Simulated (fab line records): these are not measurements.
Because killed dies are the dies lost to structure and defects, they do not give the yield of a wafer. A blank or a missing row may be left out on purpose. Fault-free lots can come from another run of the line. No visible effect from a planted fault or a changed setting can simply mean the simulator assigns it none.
Split-lot experiment :: flow n5Finfet :: 7 lots, 21 wafers read, on a route of 1938 steps

SPLIT DETAILS
At N5_BEOL_M13_COAT_22 (resist thk 300 nm), the setting spinRpm was moved away from the recipe's 2888 rpm on 5 of the 21 wafers read, by -3.1% to +3.3%. For the rest of the wafers, this setting stayed at what the recipe calls for.

FROM THE SPLIT ON TO THE READING: in between, the file shows 1 step
- N5_BEOL_M13_DESCUM_33: chemistry O2, time 7.9 s (also split here: timeS)

THE READING
coat_of_BEOL_M13_COAT_22.thkNm (the simulator's own value, which no gauge read), in nm, at N5_BEOL_M13_ETCH_67 (etches SiARC in CF4, target depth 143 nm, time 238.3 s). The file does not state a usual value for it. The 16 wafers here that ran the recipe average 211.7 nm, standard deviation 0.96 nm.

wafer: L077.1
tool, chamber at the split: lithoTrack-03, 0
spinRpm as run, rpm: 2888
against the recipe: recipe
coat_of_BEOL_M13_COAT_22.thkNm, nm: 211.6
against lot-mates on the recipe: -

wafer: L077.4
tool, chamber at the split: lithoTrack-03, 0
spinRpm as run, rpm: 2888
against the recipe: recipe
coat_of_BEOL_M13_COAT_22.thkNm, nm: 210.8
against lot-mates on the recipe: -

wafer: L077.5
tool, chamber at the split: lithoTrack-03, 0
spinRpm as run, rpm: 2888
against the recipe: recipe
coat_of_BEOL_M13_COAT_22.thkNm, nm: 211.4
against lot-mates on the recipe: -

wafer: L081.1
tool, chamber at the split: lithoTrack-02, 0
spinRpm as run, rpm: 2888
against the recipe: recipe
coat_of_BEOL_M13_COAT_22.thkNm, nm: 212.6
against lot-mates on the recipe: -

wafer: L081.2
tool, chamber at the split: lithoTrack-02, 0
spinRpm as run, rpm: 2798
against the recipe: -3.1%
coat_of_BEOL_M13_COAT_22.thkNm, nm: 215.8
against lot-mates on the recipe: +3.3

wafer: L081.3
tool, chamber at the split: lithoTrack-02, 0
spinRpm as run, rpm: 2888
against the recipe: recipe
coat_of_BEOL_M13_COAT_22.thkNm, nm: 212.4
against lot-mates on the recipe: -

wafer: L083.1
tool, chamber at the split: lithoTrack-03, 0
spinRpm as run, rpm: 2888
against the recipe: recipe
coat_of_BEOL_M13_COAT_22.thkNm, nm: 211.6
against lot-mates on the recipe: -

wafer: L083.3
tool, chamber at the split: lithoTrack-03, 0
spinRpm as run, rpm: 2888
against the recipe: recipe
coat_of_BEOL_M13_COAT_22.thkNm, nm: 211.8
against lot-mates on the recipe: -

wafer: L083.4
tool, chamber at the split: lithoTrack-03, 0
spinRpm as run, rpm: 2888
against the recipe: recipe
coat_of_BEOL_M13_COAT_22.thkNm, nm: 211.2
against lot-mates on the recipe: -

wafer: L085.1
tool, chamber at the split: lithoTrack-04, 0
spinRpm as run, rpm: 2888
against the recipe: recipe
coat_of_BEOL_M13_COAT_22.thkNm, nm: 213
against lot-mates on the recipe: -

wafer: L085.3
tool, chamber at the split: lithoTrack-04, 0
spinRpm as run, rpm: 2888
against the recipe: recipe
coat_of_BEOL_M13_COAT_22.thkNm, nm: 213
against lot-mates on the recipe: -

wafer: L085.4
tool, chamber at the split: lithoTrack-04, 0
spinRpm as run, rpm: 2888
against the recipe: recipe
coat_of_BEOL_M13_COAT_22.thkNm, nm: 213.4
against lot-mates on the recipe: -

wafer: L096.1
tool, chamber at the split: lithoTrack-02, 0
spinRpm as run, rpm: 2972
against the recipe: +2.9%
coat_of_BEOL_M13_COAT_22.thkNm, nm: 206
against lot-mates on the recipe: no lot-mate on the recipe

wafer: L096.2
tool, chamber at the split: lithoTrack-02, 0
spinRpm as run, rpm: 2972
against the recipe: +2.9%
coat_of_BEOL_M13_COAT_22.thkNm, nm: 206.6
against lot-mates on the recipe: no lot-mate on the recipe

wafer: L096.5
tool, chamber at the split: lithoTrack-02, 0
spinRpm as run, rpm: 2972
against the recipe: +2.9%
coat_of_BEOL_M13_COAT_22.thkNm, nm: 207.8
against lot-mates on the recipe: no lot-mate on the recipe

wafer: L095.1
tool, chamber at the split: lithoTrack-02, 0
spinRpm as run, rpm: 2888
against the recipe: recipe
coat_of_BEOL_M13_COAT_22.thkNm, nm: 210.8
against lot-mates on the recipe: -

wafer: L095.5
tool, chamber at the split: lithoTrack-02, 0
spinRpm as run, rpm: 2888
against the recipe: recipe
coat_of_BEOL_M13_COAT_22.thkNm, nm: 210.8
against lot-mates on the recipe: -

wafer: L095.6
tool, chamber at the split: lithoTrack-02, 0
spinRpm as run, rpm: 2888
against the recipe: recipe
coat_of_BEOL_M13_COAT_22.thkNm, nm: 209.8
against lot-mates on the recipe: -

wafer: L097.3
tool, chamber at the split: lithoTrack-02, 0
spinRpm as run, rpm: 2983
against the recipe: +3.3%
coat_of_BEOL_M13_COAT_22.thkNm, nm: 207
against lot-mates on the recipe: -4.1

wafer: L097.5
tool, chamber at the split: lithoTrack-02, 0
spinRpm as run, rpm: 2888
against the recipe: recipe
coat_of_BEOL_M13_COAT_22.thkNm, nm: 211.4
against lot-mates on the recipe: -

wafer: L097.6
tool, chamber at the split: lithoTrack-02, 0
spinRpm as run, rpm: 2888
against the recipe: recipe
coat_of_BEOL_M13_COAT_22.thkNm, nm: 210.8
against lot-mates on the recipe: -

THE FIT
A straight line over all 21 wafers: coat_of_BEOL_M13_COAT_22.thkNm changes by -1.52 nm for each +1% of spinRpm; r = -0.92; the points scatter about the line by 0.96 nm.
The same after taking each lot's own level away (the mean of its wafers on the recipe; 18 wafers): -1.16 nm for each +1%; r = -0.97; scatter 0.32 nm.
That fit puts the effect of the largest move of spinRpm on the reading at 3.8 nm.
Measured against the standard deviation above, the lots' own levels, which go from 210.47 to 213.13 nm, span 2.8 times it.
So the lot-to-lot level changes the slope: the two fits differ.
Check: with one of the wafers moved furthest among these (+3.3%) left out of the fit, the line predicts -3.48 nm for it against its lot-mates. Against them it came out at -4.1 nm.

THESE WAFERS: OTHER SPLITS
These wafers also went through other splits before the reading. Each is held against what the fit with the lots' levels taken away leaves over:
other split on the same wafers: N5_BEOL_M11_TRENCH_ETCH_37 sourceW
wafers away from the commonest value: 5
r with coat_of_BEOL_M13_COAT_22.thkNm (lot level and that fit taken away): -0.09

other split on the same wafers: N5_BEOL_M11_ALD_74 aldCycles
wafers away from the commonest value: 9
r with coat_of_BEOL_M13_COAT_22.thkNm (lot level and that fit taken away): -0.11

other split on the same wafers: N5_BEOL_M13_COAT_58 spinRpm
wafers away from the commonest value: 2
r with coat_of_BEOL_M13_COAT_22.thkNm (lot level and that fit taken away): -0.08

other split on the same wafers: N5_BEOL_M13_COAT_04 spinRpm
wafers away from the commonest value: 4
r with coat_of_BEOL_M13_COAT_22.thkNm (lot level and that fit taken away): -0.17

other split on the same wafers: N5_BEOL_M13_DESCUM_33 timeS
wafers away from the commonest value: 6
r with coat_of_BEOL_M13_COAT_22.thkNm (lot level and that fit taken away): -0.45

THE WHOLE CHAIN: every reading that the file lists as answering this split, in the file's order
step: N5_BEOL_M13_COAT_22
what it does: resist thk 300 nm
reading: coat_of_BEOL_M13_COAT_22.thkNm (the simulator's own value, which no gauge read)
change (the file's fit): -1.33 nm for each +1% of the setting
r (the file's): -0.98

step: N5_BEOL_M13_DESCUM_33
what it does: chemistry O2, time 7.9 s
reading: coat_of_BEOL_M13_COAT_22.thkNm (the simulator's own value, which no gauge read)
change (the file's fit): -1.14 nm for each +1% of the setting
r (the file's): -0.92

step: N5_BEOL_M13_ETCH_67
what it does: etches SiARC in CF4, target depth 143 nm, time 238.3 s
reading: coat_of_BEOL_M13_COAT_22.thkNm (the simulator's own value, which no gauge read)
change (the file's fit): -1.16 nm for each +1% of the setting
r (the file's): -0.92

FILE'S OWN FIT
coat_of_BEOL_M13_COAT_22.thkNm changes by -1.16 nm for each +1% of spinRpm, r = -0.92.
